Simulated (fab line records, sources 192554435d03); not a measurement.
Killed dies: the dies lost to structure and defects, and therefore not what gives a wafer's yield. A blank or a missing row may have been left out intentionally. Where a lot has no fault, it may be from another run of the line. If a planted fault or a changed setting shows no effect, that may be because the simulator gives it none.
Split-lot experiment / flow n5-finfet / 7 lots, 21 wafers read, on a route of 1938 steps

THE SPLIT ITSELF
At N5_BEOL_M5_HM_DEP_02 (deposits TiN, target thk 20 nm), the setting target-thk-a was moved away from the recipe's 200 angstrom on 10 of the 21 wafers read, by -12.0% to +11.2%. For the rest of the wafers, this setting stayed at what the recipe calls for.

FROM THE SPLIT TO THE READING: what the file shows between them, 17 steps
- N5_BEOL_M5_EXPOSE_08: exposes mask M5, target cd 28 nm (also split here: dose-mj)
- N5_BEOL_M5_PEB_09: peb time 60 s
- N5_BEOL_M5_DEVELOP_10: develop time 30 s
- N5_BEOL_M5_CD_MEAS_11: target cd 27.74 nm
- N5_BEOL_M5_DESCUM_16: chemistry O2, time 7 s
- N5_BEOL_M5_ETCH_72: etches underlayer in N2/H2, target depth 6.5 nm, time 5.2 s
- N5_BEOL_M5_ETCH_61: etches SiARC in CF4, target depth 15.6 nm, time 26 s
- N5_BEOL_M5_ETCH_62: etches SOC in N2/H2, target depth 75 nm, overetch 15 nm, time 112.5 s
- N5_BEOL_M5_STRIP_63: strips in N2/H2
- N5_BEOL_M5_STRIP_73: strips in N2/H2
- N5_BEOL_M5_STRIP_64: strips in CF4
- N5_BEOL_M5_HM_OPEN_17: chemistry Cl2/BCl3, target TiN, target depth 20 nm, overetch 6 nm
- N5_BEOL_M5_COAT_74: time 60 s, resist thk 5 nm (also split here: temp-c)
- N5_BEOL_M5_COAT_22: resist thk 30 nm
- N5_BEOL_M5_EBR_24
- N5_BEOL_M5_STRIP_85: strips in C4F6/O2
- N5_BEOL_M5_STRIP_36: strips in N2/H2

THE READING
TiN_of_BEOL_M5_HM_DEP_02.thk-nm (the simulator's own value, which no gauge read), in nm, at N5_BEOL_M5_TRENCH_ETCH_37 (etches SiCOH lowk in C4F6/O2, target depth 71.652 nm, time 24.7 s). No usual value for it is given in the file. Across the 11 wafers here that went through the recipe, the average is 18.0 nm and the standard deviation 0.35 nm.

wafer=L074.2; tool, chamber at the split=pvd-sputter-02, -; target-thk-a as run, angstrom=200; against the recipe=recipe; TiN_of_BEOL_M5_HM_DEP_02.thk-nm, nm=18.4; against lot-mates on the recipe=-
wafer=L074.3; tool, chamber at the split=pvd-sputter-02, -; target-thk-a as run, angstrom=222.4; against the recipe=+11.2%; TiN_of_BEOL_M5_HM_DEP_02.thk-nm, nm=20.6; against lot-mates on the recipe=+2.2
wafer=L074.6; tool, chamber at the split=pvd-sputter-02, -; target-thk-a as run, angstrom=222.4; against the recipe=+11.2%; TiN_of_BEOL_M5_HM_DEP_02.thk-nm, nm=20.6; against lot-mates on the recipe=+2.2
wafer=L075.1; tool, chamber at the split=pvd-sputter-02, -; target-thk-a as run, angstrom=200; against the recipe=recipe; TiN_of_BEOL_M5_HM_DEP_02.thk-nm, nm=17.6; against lot-mates on the recipe=-
wafer=L075.4; tool, chamber at the split=pvd-sputter-02, -; target-thk-a as run, angstrom=200; against the recipe=recipe; TiN_of_BEOL_M5_HM_DEP_02.thk-nm, nm=17.6; against lot-mates on the recipe=-
wafer=L075.6; tool, chamber at the split=pvd-sputter-02, -; target-thk-a as run, angstrom=200; against the recipe=recipe; TiN_of_BEOL_M5_HM_DEP_02.thk-nm, nm=17.8; against lot-mates on the recipe=-
wafer=L086.3; tool, chamber at the split=pvd-sputter-01, -; target-thk-a as run, angstrom=176.1; against the recipe=-12.0%; TiN_of_BEOL_M5_HM_DEP_02.thk-nm, nm=15.4; against lot-mates on the recipe=-2.2
wafer=L086.6; tool, chamber at the split=pvd-sputter-01, -; target-thk-a as run, angstrom=176.1; against the recipe=-12.0%; TiN_of_BEOL_M5_HM_DEP_02.thk-nm, nm=15.4; against lot-mates on the recipe=-2.2
wafer=L086.5; tool, chamber at the split=pvd-sputter-01, -; target-thk-a as run, angstrom=200; against the recipe=recipe; TiN_of_BEOL_M5_HM_DEP_02.thk-nm, nm=17.6; against lot-mates on the recipe=-
wafer=L088.2; tool, chamber at the split=pvd-sputter-01, -; target-thk-a as run, angstrom=215; against the recipe=+7.5%; TiN_of_BEOL_M5_HM_DEP_02.thk-nm, nm=19.4; against lot-mates on the recipe=+1.4
wafer=L088.3; tool, chamber at the split=pvd-sputter-01, -; target-thk-a as run, angstrom=200; against the recipe=recipe; TiN_of_BEOL_M5_HM_DEP_02.thk-nm, nm=18; against lot-mates on the recipe=-
wafer=L088.6; tool, chamber at the split=pvd-sputter-01, -; target-thk-a as run, angstrom=215; against the recipe=+7.5%; TiN_of_BEOL_M5_HM_DEP_02.thk-nm, nm=19.6; against lot-mates on the recipe=+1.6
wafer=L089.1; tool, chamber at the split=pvd-sputter-02, -; target-thk-a as run, angstrom=200; against the recipe=recipe; TiN_of_BEOL_M5_HM_DEP_02.thk-nm, nm=18.4; against lot-mates on the recipe=-
wafer=L089.4; tool, chamber at the split=pvd-sputter-02, -; target-thk-a as run, angstrom=200; against the recipe=recipe; TiN_of_BEOL_M5_HM_DEP_02.thk-nm, nm=18.4; against lot-mates on the recipe=-
wafer=L089.6; tool, chamber at the split=pvd-sputter-02, -; target-thk-a as run, angstrom=200; against the recipe=recipe; TiN_of_BEOL_M5_HM_DEP_02.thk-nm, nm=18.4; against lot-mates on the recipe=-
wafer=L095.1; tool, chamber at the split=pvd-sputter-01, -; target-thk-a as run, angstrom=200; against the recipe=recipe; TiN_of_BEOL_M5_HM_DEP_02.thk-nm, nm=17.8; against lot-mates on the recipe=-
wafer=L095.3; tool, chamber at the split=pvd-sputter-01, -; target-thk-a as run, angstrom=216.2; against the recipe=+8.1%; TiN_of_BEOL_M5_HM_DEP_02.thk-nm, nm=19.4; against lot-mates on the recipe=+1.6
wafer=L095.4; tool, chamber at the split=pvd-sputter-01, -; target-thk-a as run, angstrom=216.2; against the recipe=+8.1%; TiN_of_BEOL_M5_HM_DEP_02.thk-nm, nm=19.4; against lot-mates on the recipe=+1.6
wafer=L096.1; tool, chamber at the split=pvd-sputter-01, -; target-thk-a as run, angstrom=200; against the recipe=recipe; TiN_of_BEOL_M5_HM_DEP_02.thk-nm, nm=17.6; against lot-mates on the recipe=-
wafer=L096.2; tool, chamber at the split=pvd-sputter-01, -; target-thk-a as run, angstrom=177.9; against the recipe=-11.0%; TiN_of_BEOL_M5_HM_DEP_02.thk-nm, nm=15.4; against lot-mates on the recipe=-2.2
wafer=L096.6; tool, chamber at the split=pvd-sputter-01, -; target-thk-a as run, angstrom=177.9; against the recipe=-11.0%; TiN_of_BEOL_M5_HM_DEP_02.thk-nm, nm=15.4; against lot-mates on the recipe=-2.2

THE FIT
A straight line over all 21 wafers: TiN_of_BEOL_M5_HM_DEP_02.thk-nm changes by +0.218 nm for each +1% of target-thk-a; r = +0.98; the points scatter about the line by 0.3 nm.
The same after taking each lot's own level away (the mean of its wafers on the recipe; 21 wafers): +0.194 nm for each +1%; r = +1.00; scatter 0.066 nm.
On that fit, the largest move of target-thk-a shifts the reading by 2.3 nm.
The span of the lots' own levels, 17.60 to 18.40 nm, comes to 2.3 times the standard deviation stated above.
In other words, the slope is changed by the lot-to-lot level; the two fits disagree.
Check: with one of the wafers moved furthest among these (-12.0%) left out of the fit, the line predicts -2.33 nm for it against its lot-mates. It came out at -2.2 nm against them.

OTHER SPLITS APPLIED TO THESE WAFERS
Note: prior to the reading, these wafers also went through further splits. Each is held against what the fit with the lots' levels taken away leaves over:
other split on the same wafers=N5_BEOL_M3_COAT_76 spin-rpm; wafers away from the commonest value=4; r with TiN_of_BEOL_M5_HM_DEP_02.thk-nm (lot level and that fit taken away)=-0.12
other split on the same wafers=N5_BEOL_M4_PECVD_72 time-s; wafers away from the commonest value=3; r with TiN_of_BEOL_M5_HM_DEP_02.thk-nm (lot level and that fit taken away)=-0.14
other split on the same wafers=N5_BEOL_M5_EXPOSE_08 dose-mj; wafers away from the commonest value=8; r with TiN_of_BEOL_M5_HM_DEP_02.thk-nm (lot level and that fit taken away)=-0.34
other split on the same wafers=N5_BEOL_M5_COAT_74 temp-c; wafers away from the commonest value=4; r with TiN_of_BEOL_M5_HM_DEP_02.thk-nm (lot level and that fit taken away)=+0.09

THE WHOLE CHAIN: every reading that the file lists as answering this split, in the file's order
step=N5_BEOL_M5_HM_DEP_02; what it does=deposits TiN, target thk 20 nm; reading=TiN_of_BEOL_M5_HM_DEP_02.thk-nm (the simulator's own value, which no gauge read); change (the file's fit)=+0.195 nm for each +1% of the setting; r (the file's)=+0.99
step=N5_BEOL_M5_HM_OPEN_17; what it does=chemistry Cl2/BCl3, target TiN, target depth 20 nm, overetch 6 nm; reading=etch.depth-nm (the simulator's own value, which no gauge read); change (the file's fit)=+0.193 nm for each +1% of the setting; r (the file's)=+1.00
step=N5_BEOL_M5_TRENCH_ETCH_37; what it does=etches SiCOH lowk in C4F6/O2, target depth 71.652 nm, time 24.7 s; reading=TiN_of_BEOL_M5_HM_DEP_02.thk-nm (the simulator's own value, which no gauge read); change (the file's fit)=+0.194 nm for each +1% of the setting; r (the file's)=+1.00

THE FILE'S OWN FIT
TiN_of_BEOL_M5_HM_DEP_02.thk-nm changes by +0.194 nm for each +1% of target-thk-a, r = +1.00.
